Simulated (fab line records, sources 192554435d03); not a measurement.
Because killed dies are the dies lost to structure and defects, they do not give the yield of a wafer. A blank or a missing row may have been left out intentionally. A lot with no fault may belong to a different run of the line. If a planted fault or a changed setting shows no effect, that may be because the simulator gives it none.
Split-lot experiment || flow n5Finfet || route with 1938 steps; 7 lots, 21 wafers read

== ON THE SPLIT ==
At N5_MIM_TOP_SPUTTER_03 (material TiN, target thk 35 nm, time 89.7 s), the setting powerW was moved away from the recipe's 3000 W on 5 of the 21 wafers read, by -17.4% to +14.1%. For the rest of the wafers, this setting stayed at what the recipe calls for.

The reading is taken at the split's own step.

== THE READING ==
TiN_of_MIM_TOP_SPUTTER_03.thkNm (the simulator's own value, which no gauge read), in nm, at N5_MIM_TOP_SPUTTER_03 (material TiN, target thk 35 nm, time 89.7 s). There is no usual value for it anywhere in the file. The 16 wafers here that ran the recipe average 35.1 nm, standard deviation 0.42 nm.

{"wafer": "L075.1", "tool, chamber at the split": "pvdSputter-03, -", "powerW as run, W": 3320, "against the recipe": "+10.7%", "TiN_of_MIM_TOP_SPUTTER_03.thkNm, nm": 38.8, "against lot-mates on the recipe": "+4.0"}
{"wafer": "L075.6", "tool, chamber at the split": "pvdSputter-03, -", "powerW as run, W": 3320, "against the recipe": "+10.7%", "TiN_of_MIM_TOP_SPUTTER_03.thkNm, nm": 38.8, "against lot-mates on the recipe": "+4.0"}
{"wafer": "L075.3", "tool, chamber at the split": "pvdSputter-03, -", "powerW as run, W": 3000, "against the recipe": "recipe", "TiN_of_MIM_TOP_SPUTTER_03.thkNm, nm": 34.8, "against lot-mates on the recipe": "-"}
{"wafer": "L076.4", "tool, chamber at the split": "pvdSputter-03, -", "powerW as run, W": 3000, "against the recipe": "recipe", "TiN_of_MIM_TOP_SPUTTER_03.thkNm, nm": 35.4, "against lot-mates on the recipe": "-"}
{"wafer": "L076.5", "tool, chamber at the split": "pvdSputter-03, -", "powerW as run, W": 3295, "against the recipe": "+9.8%", "TiN_of_MIM_TOP_SPUTTER_03.thkNm, nm": 39.4, "against lot-mates on the recipe": "+4.3"}
{"wafer": "L076.6", "tool, chamber at the split": "pvdSputter-03, -", "powerW as run, W": 3000, "against the recipe": "recipe", "TiN_of_MIM_TOP_SPUTTER_03.thkNm, nm": 34.8, "against lot-mates on the recipe": "-"}
{"wafer": "L078.2", "tool, chamber at the split": "pvdSputter-01, -", "powerW as run, W": 3423, "against the recipe": "+14.1%", "TiN_of_MIM_TOP_SPUTTER_03.thkNm, nm": 40.2, "against lot-mates on the recipe": "+4.9"}
{"wafer": "L078.3", "tool, chamber at the split": "pvdSputter-01, -", "powerW as run, W": 3000, "against the recipe": "recipe", "TiN_of_MIM_TOP_SPUTTER_03.thkNm, nm": 36, "against lot-mates on the recipe": "-"}
{"wafer": "L078.5", "tool, chamber at the split": "pvdSputter-01, -", "powerW as run, W": 3000, "against the recipe": "recipe", "TiN_of_MIM_TOP_SPUTTER_03.thkNm, nm": 34.6, "against lot-mates on the recipe": "-"}
{"wafer": "L082.1", "tool, chamber at the split": "pvdSputter-02, -", "powerW as run, W": 3000, "against the recipe": "recipe", "TiN_of_MIM_TOP_SPUTTER_03.thkNm, nm": 34.8, "against lot-mates on the recipe": "-"}
{"wafer": "L082.3", "tool, chamber at the split": "pvdSputter-02, -", "powerW as run, W": 3000, "against the recipe": "recipe", "TiN_of_MIM_TOP_SPUTTER_03.thkNm, nm": 35, "against lot-mates on the recipe": "-"}
{"wafer": "L082.4", "tool, chamber at the split": "pvdSputter-02, -", "powerW as run, W": 3000, "against the recipe": "recipe", "TiN_of_MIM_TOP_SPUTTER_03.thkNm, nm": 35.6, "against lot-mates on the recipe": "-"}
{"wafer": "L083.2", "tool, chamber at the split": "pvdSputter-03, -", "powerW as run, W": 3000, "against the recipe": "recipe", "TiN_of_MIM_TOP_SPUTTER_03.thkNm, nm": 34.8, "against lot-mates on the recipe": "-"}
{"wafer": "L083.4", "tool, chamber at the split": "pvdSputter-03, -", "powerW as run, W": 2478, "against the recipe": "-17.4%", "TiN_of_MIM_TOP_SPUTTER_03.thkNm, nm": 29.8, "against lot-mates on the recipe": -5.1}
{"wafer": "L083.6", "tool, chamber at the split": "pvdSputter-03, -", "powerW as run, W": 3000, "against the recipe": "recipe", "TiN_of_MIM_TOP_SPUTTER_03.thkNm, nm": 35, "against lot-mates on the recipe": "-"}
{"wafer": "L087.3", "tool, chamber at the split": "pvdSputter-02, -", "powerW as run, W": 3000, "against the recipe": "recipe", "TiN_of_MIM_TOP_SPUTTER_03.thkNm, nm": 35.8, "against lot-mates on the recipe": "-"}
{"wafer": "L087.5", "tool, chamber at the split": "pvdSputter-02, -", "powerW as run, W": 3000, "against the recipe": "recipe", "TiN_of_MIM_TOP_SPUTTER_03.thkNm, nm": 34.6, "against lot-mates on the recipe": "-"}
{"wafer": "L087.6", "tool, chamber at the split": "pvdSputter-02, -", "powerW as run, W": 3000, "against the recipe": "recipe", "TiN_of_MIM_TOP_SPUTTER_03.thkNm, nm": 34.8, "against lot-mates on the recipe": "-"}
{"wafer": "L089.2", "tool, chamber at the split": "pvdSputter-03, -", "powerW as run, W": 3000, "against the recipe": "recipe", "TiN_of_MIM_TOP_SPUTTER_03.thkNm, nm": 34.8, "against lot-mates on the recipe": "-"}
{"wafer": "L089.3", "tool, chamber at the split": "pvdSputter-03, -", "powerW as run, W": 3000, "against the recipe": "recipe", "TiN_of_MIM_TOP_SPUTTER_03.thkNm, nm": 35.2, "against lot-mates on the recipe": "-"}
{"wafer": "L089.6", "tool, chamber at the split": "pvdSputter-03, -", "powerW as run, W": 3000, "against the recipe": "recipe", "TiN_of_MIM_TOP_SPUTTER_03.thkNm, nm": 35.4, "against lot-mates on the recipe": "-"}

FIT RESULTS
A straight line over all 21 wafers: TiN_of_MIM_TOP_SPUTTER_03.thkNm changes by +0.343 nm for each +1% of powerW; r = +0.98; the points scatter about the line by 0.46 nm.
The same after taking each lot's own level away (the mean of its wafers on the recipe; 21 wafers): +0.342 nm for each +1%; r = +0.98; scatter 0.46 nm.
The reading moves by 5.9 nm for the largest change in powerW, on that fit.
From 34.80 to 35.30 nm: that is the span of the lots' own levels, equal to 1.2 times the standard deviation above.
The two slopes are in agreement: the lot-to-lot level therefore moves the slope only a little.
Check: -6.52 nm against its lot-mates is what the line predicts for one of the wafers moved furthest among these (-17.4%) when that wafer is left out of the fit. It came out at -5.1 nm against them.

== OTHER SPLITS APPLIED TO THESE WAFERS ==
Before the reading, these wafers also passed through other splits. Each is held against what the fit with the lots' levels taken away leaves over:
{"other split on the same wafers": "N5_BEOL_M15_TRENCH_ETCH_34 biasW", "wafers away from the commonest value": 11, "r with TiN_of_MIM_TOP_SPUTTER_03.thkNm (lot level and that fit taken away)": -0.06}
{"other split on the same wafers": "N5_MIM_TOP_ALD_01 aldCycles", "wafers away from the commonest value": 9, "r with TiN_of_MIM_TOP_SPUTTER_03.thkNm (lot level and that fit taken away)": "+0.07"}

== THE FILE'S OWN FIT ==
TiN_of_MIM_TOP_SPUTTER_03.thkNm changes by +0.341 nm for each +1% of powerW, r = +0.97.
